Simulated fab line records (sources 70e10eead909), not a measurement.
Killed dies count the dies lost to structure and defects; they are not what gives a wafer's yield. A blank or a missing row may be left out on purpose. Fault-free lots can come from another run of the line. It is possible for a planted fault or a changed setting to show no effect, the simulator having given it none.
One fault through the eyes of 2 desks || flow nand harc || numbers are kept per desk, each desk with only its own; the story behind them comes last

THE DEFECT DESK
Lot by lot, what the route's inspections counted, given as the mean of those sampled wafers with a number. The brackets show how far a lot's mean lies from the usual mean; more than 4 standard deviations puts the lot out of limits, marked OUT.
Columns: A = raw defect count at NHARC_A_ONON_D2_INSPECT_32, usual 423
{"lot": "L279", "first seen here": "day 13 06:48", "A": 244}
{"lot": "L281", "first seen here": "day 14 04:40", "A": 242}
{"lot": "L282", "first seen here": "day 14 11:20", "A": 326}
{"lot": "L291", "first seen here": "day 17 13:43", "A": 492}
{"lot": "L289", "first seen here": "day 17 13:44", "A": 392}
{"lot": "L290", "first seen here": "day 17 13:49", "A": 557}
{"lot": "L293", "first seen here": "day 18 22:51", "A": 410}
{"lot": "L294", "first seen here": "day 18 22:52", "A": 448}
{"lot": "L296", "first seen here": "day 20 06:31", "A": 226}
{"lot": "L297", "first seen here": "day 20 06:33", "A": 394}
{"lot": "L298", "first seen here": "day 20 14:19", "A": 436}
{"lot": "L299", "first seen here": "day 21 09:25", "A": 348}
{"lot": "L300", "first seen here": "day 21 21:12", "A": 378}
{"lot": "L302", "first seen here": "day 22 19:02", "A": 313}
This desk found nothing out of limits on any of the 14 lots.

THE METROLOGY DESK
Means of the sampled wafers that have a number, per lot and without regard to the tool the lot ran on: this is what the gauges read. The brackets show how far a lot's mean lies from the usual mean; more than 4 standard deviations puts the lot out of limits, marked OUT.
Columns: A = cd nm at NHARC_A_CHANNEL_HOLE_D1_CD_MEAS_30, usual 90.1 nm; B = thk nm at NHARC_A_ONON_D2_THK_MEAS_02, usual 997 nm
{"lot": "L279", "first seen here": "day 9 02:35", "A": 90.6, "B": 1001}
{"lot": "L281", "first seen here": "day 9 20:32", "A": 90.0, "B": 988}
{"lot": "L282", "first seen here": "day 10 09:44", "A": 88.7, "B": 1004}
{"lot": "L289", "first seen here": "day 13 04:16", "A": 90.6, "B": "948 (-6.2) OUT"}
{"lot": "L291", "first seen here": "day 13 11:46", "A": 90.2, "B": 989}
{"lot": "L290", "first seen here": "day 13 12:44", "A": 89.4, "B": "962 (-4.5) OUT"}
{"lot": "L293", "first seen here": "day 14 18:29", "A": 91.2, "B": 1003}
{"lot": "L294", "first seen here": "day 14 22:47", "A": 89.0, "B": 982}
{"lot": "L296", "first seen here": "day 15 17:01", "A": 90.4, "B": 1014}
{"lot": "L297", "first seen here": "day 16 05:11", "A": 90.6, "B": 998}
{"lot": "L298", "first seen here": "day 16 10:36", "A": 90.5, "B": 1005}
{"lot": "L299", "first seen here": "day 17 11:13", "A": 90.6, "B": 990}
{"lot": "L300", "first seen here": "day 17 15:51", "A": 90.8, "B": 1000}
{"lot": "L302", "first seen here": "day 18 16:08", "A": 89.6, "B": 1003}
Finding of this desk: L289, L290 out of limits; the first was L289 at day 16 21:02, on thk nm at NHARC_A_ONON_D2_THK_MEAS_02. L279, L281, L282, L291, L293, L294, L296, L297, L298, L299, L300, L302: within limits.

ALL TOGETHER
L289, L290 would have let the metrology desk raise an alarm at day 16 21:02.
The defect desk saw nothing out of limits.
The defect desk has L289, L290 on record, within its limits.
On pecvd onon-03, each named lot ran NHARC_A_ONON_D2_DEP_00.

WHAT HAD BEEN PUT IN BY THE SIMULATOR
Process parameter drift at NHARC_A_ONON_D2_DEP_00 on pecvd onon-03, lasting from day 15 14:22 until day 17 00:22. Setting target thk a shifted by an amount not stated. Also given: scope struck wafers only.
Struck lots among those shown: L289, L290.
Delay in hours, fault start to first out-of-limits reading, per desk: metrology desk 31.
